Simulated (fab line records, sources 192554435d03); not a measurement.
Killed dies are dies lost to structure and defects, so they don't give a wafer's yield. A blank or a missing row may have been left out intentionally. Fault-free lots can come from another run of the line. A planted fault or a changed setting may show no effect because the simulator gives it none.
A lot that was struck, set against a sound lot | flow n5Finfet | 14 out of 1938 route steps
Sound: wafers L351.2, L351.4, L351.6. Wafers L343.1, L343.3, L343.6 were the ones struck. The cause is named last.
Per side, at each step with rows, come the tool, then ch with its chambers, and then its first start. Under that, the readings that differ: sound wafers | struck wafers | difference of the means | sigmas: that difference in standard deviations of wafers without a fault.
alike: words and numbers the same on both sides, and readings whose means are apart by under 2 such deviations; not compared: readings that were withheld, readings missing a value for some wafer, numbers with overlapping values and no deviation given by the record, and bounds like >300 which may hide the same value.
A row with sigmas, a row that says differs or no value, or rows on one side alone: a step with any of these is where the two part. Numbers that don't overlap but have no deviation are shown without sigmas and don't part them. A reading missing from all wafers of one side parts the sides only when that side holds two or more wafers.

N5_BEOL_M10_ETCH_61: etches SiARC in CF4, target depth 39 nm, time 65 s.
  sound on rieDiel-02 ch 0,2, day 12 09:45; struck on rieDiel-02 ch 2,3, day 11 06:58
reading           | sound          | struck         | difference | sigmas
etchRfOnTimeS (s) | 68.4 66.8 66.0 | 65.7 64.4 64.2 | -2.3       | -2
  alike: drypumpMotorCurrentA, oesProductAu, rfVppV, showerheadPlenumPTorr, throttleValvePct
  not compared: rfHoursCounterH
N5_BEOL_M10_ETCH_62: etches SOC in N2/H2, target depth 110 nm, overetch 22 nm, time 165 s.
  sound on rieDiel-02 ch 0,2, day 12 09:48; struck on rieDiel-02 ch 2,3, day 11 07:01
  alike: drypumpMotorCurrentA, oesProductAu, rfVppV, showerheadPlenumPTorr, throttleValvePct
  not compared: rfHoursCounterH
then, 1 step without rows for these wafers: N5_BEOL_M10_STRIP_68 (strips in N2/H2).
N5_BEOL_M10_STRIP_67: strips in CF4.
  sound on rieDiel-02 ch 0,2, day 12 09:57; struck on rieDiel-02 ch 2,3, day 11 07:09
  alike: drypumpMotorCurrentA, oesProductAu, rfVppV, showerheadPlenumPTorr, throttleValvePct
  not compared: rfHoursCounterH
N5_BEOL_M10_HM_OPEN_17: chemistry Cl2/BCl3, target TiN, target depth 20 nm, overetch 6 nm.
  sound on rieMetal-02 ch 0,1, day 12 09:59; struck on rieMetal-02 ch 0, day 11 07:11
  alike: drypumpMotorCurrentA, oesProductAu, throttleValvePct
  not compared: rfHoursCounterH
N5_BEOL_M10_STRIP_19: strips in O2.
  sound on rieDiel-06 ch 0,2,3, day 12 10:06; struck on rieDiel-05 ch 1,2, day 11 07:19
  alike: drypumpMotorCurrentA, oesProductAu, rfVppV, showerheadPlenumPTorr, throttleValvePct
  not compared: rfHoursCounterH
N5_BEOL_M10_CD_MEAS_18: pitch 140 nm, target cd 70 nm.
  sound on cdSem-03, day 12 10:10; struck on cdSem-01, day 11 07:23
  alike: cdNm
then, 5 steps without rows for these wafers: N5_BEOL_M10_COAT_63 (time 60 s, resist thk 100 nm); N5_BEOL_M10_COAT_64 (time 60 s, resist thk 30 nm); N5_BEOL_M10_COAT_22 (resist thk 90 nm); N5_BEOL_M10_EBR_24; N5_BEOL_M10_SOFTBAKE_23 (time 60 s).
N5_BEOL_M10_EXPOSE_25: exposes mask V9.
  struck on arfiScanner-02, day 11 07:40; sound on arfiScanner-02 ch 0, day 12 10:57
  no value came back on the struck wafers for exposureDoseMJCm2, focusOffsetNm (nm), sigmaOuter; on the sound wafers exposureDoseMJCm2 reads 85.50 85.40 85.30
  alike: mask
then, 1 step without rows for these wafers: N5_BEOL_M10_PEB_26 (peb time 60 s).

## WHERE THEY PART
Last at N5_BEOL_M10_EXPOSE_25 as far as this record goes, first at N5_BEOL_M10_ETCH_61.

WHY: the cause the simulator had injected
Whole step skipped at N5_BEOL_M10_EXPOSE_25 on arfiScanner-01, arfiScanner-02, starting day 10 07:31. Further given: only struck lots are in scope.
